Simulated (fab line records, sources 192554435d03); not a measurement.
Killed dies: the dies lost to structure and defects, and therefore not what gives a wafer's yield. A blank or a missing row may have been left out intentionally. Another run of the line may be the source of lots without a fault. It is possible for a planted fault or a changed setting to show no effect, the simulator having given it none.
Chamber matching || flow n5_finfet || ald_sin-04 running N5_FIN_SAQP_SPACER2_ALD_28: 4 sister chambers
The step deposits SiO2, target thk 8.1 nm, pulse time 1 s, purge time 2 s. 4 wafers are shown with their chamber, then 11 later ones without.

## WAFERS PAIRED WITH THEIR CHAMBERS
{"wafer": "L091.3", "chamber": 0, "heater_power_w (W)": 378}
{"wafer": "L092.3", "chamber": 1, "heater_power_w (W)": 415}
{"wafer": "L092.4", "chamber": 2, "heater_power_w (W)": 413}
{"wafer": "L093.3", "chamber": 3, "heater_power_w (W)": 436}

## WAFERS WHOSE CHAMBER IS MISSING
{"wafer": "L093.5", "heater_power_w (W)": 405}
{"wafer": "L093.6", "heater_power_w (W)": 438}
{"wafer": "L094.1", "heater_power_w (W)": 441}
{"wafer": "L094.2", "heater_power_w (W)": 407}
{"wafer": "L094.6", "heater_power_w (W)": 408}
{"wafer": "L096.1", "heater_power_w (W)": 415}
{"wafer": "L096.3", "heater_power_w (W)": 418}
{"wafer": "L096.6", "heater_power_w (W)": 385}
{"wafer": "L097.1", "heater_power_w (W)": 426}
{"wafer": "L097.2", "heater_power_w (W)": 432}
{"wafer": "L097.6", "heater_power_w (W)": 420}

## THE CHAMBER EACH PASSED THROUGH
{"wafer": "L093.5", "from the rows above": "can't be placed: 2 or 1", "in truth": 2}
{"wafer": "L093.6", "from the rows above": 3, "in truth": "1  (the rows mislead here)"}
{"wafer": "L094.1", "from the rows above": 3, "in truth": 3}
{"wafer": "L094.2", "from the rows above": "can't be placed: 2 or 1", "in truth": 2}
{"wafer": "L094.6", "from the rows above": "can't be placed: 2 or 1", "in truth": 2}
{"wafer": "L096.1", "from the rows above": "can't be placed: 1 or 2", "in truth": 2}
{"wafer": "L096.3", "from the rows above": "can't be placed: 1 or 2", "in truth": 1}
{"wafer": "L096.6", "from the rows above": 0, "in truth": 0}
{"wafer": "L097.1", "from the rows above": "can't be placed: 3 or 1 or 2", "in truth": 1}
{"wafer": "L097.2", "from the rows above": 3, "in truth": 3}
{"wafer": "L097.6", "from the rows above": "can't be placed: 1 or 2 or 3", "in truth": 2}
Placed correctly: 3 of 11. These rows do not allow placing 7 (true chamber among the candidates in 7). 1 placed wrongly.
How it was worked out, from the rows above alone: a wafer's distance from a chamber is the root of the sum, over the readings, of the square of ((its reading less the chamber's mean) divided by the reading's scatter). The wafer belongs to the nearest chamber; if the next one is less than 2 further off, it can't be placed. The mean given for a chamber averages the wafers shown for that chamber. The scatter (one wafer shown for each chamber): square how far every hidden wafer sits from the nearest shown wafer, average those squares and take the square root.
